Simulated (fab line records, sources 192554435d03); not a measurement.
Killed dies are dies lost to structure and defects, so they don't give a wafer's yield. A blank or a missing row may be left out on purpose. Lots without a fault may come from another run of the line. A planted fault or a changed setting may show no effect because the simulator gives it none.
Chamber matching | flow n5_finfet | N5_BEOL_M13_ILD_DEP_00 on pecvd-02: 3 sister chambers
The step deposits SiOC from DEMS/O2, target thk 837.92 nm, time 166.4 s. 3 wafers are shown with their chamber, then 8 later ones without.

WAFERS WITH THEIR CHAMBER
wafer  | chamber | throttle_valve_pct (%)
L084.6 | 1       | 12.7
L086.5 | 2       | 10.7
L089.1 | 0       | 12.8

WAFERS WITHOUT THEIR CHAMBER
wafer  | throttle_valve_pct (%)
L089.3 | 12.6
L089.6 | 12.8
L092.1 | 12.9
L092.2 | 12.9
L092.3 | 10.8
L097.3 | 10.8
L097.4 | 12.8
L097.5 | 11.1

WHICH CHAMBER EACH WENT THROUGH
wafer  | from the rows above     | in truth
L089.3 | can't be placed: 1 or 0 | 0
L089.6 | can't be placed: 0 or 1 | 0
L092.1 | can't be placed: 0 or 1 | 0
L092.2 | can't be placed: 0 or 1 | 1
L092.3 | 2                       | 2
L097.3 | 2                       | 2
L097.4 | can't be placed: 0 or 1 | 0
L097.5 | 2                       | 2
Placed correctly: 3 of 8. Can't be placed from these rows: 5 (the true chamber is among the candidates in 5). Placed wrongly: 0.
How it was worked out, from the rows above alone: a wafer's distance from a chamber is the root of the sum, over the readings, of the square of ((its reading less the chamber's mean) divided by the reading's scatter). The wafer belongs to the nearest chamber; if the next one is less than 2 further off, it can't be placed. A chamber's mean is the mean of its shown wafers. The scatter: with one shown wafer a chamber, the root of the mean of the squares of how far each hidden wafer lies from its nearest shown one.
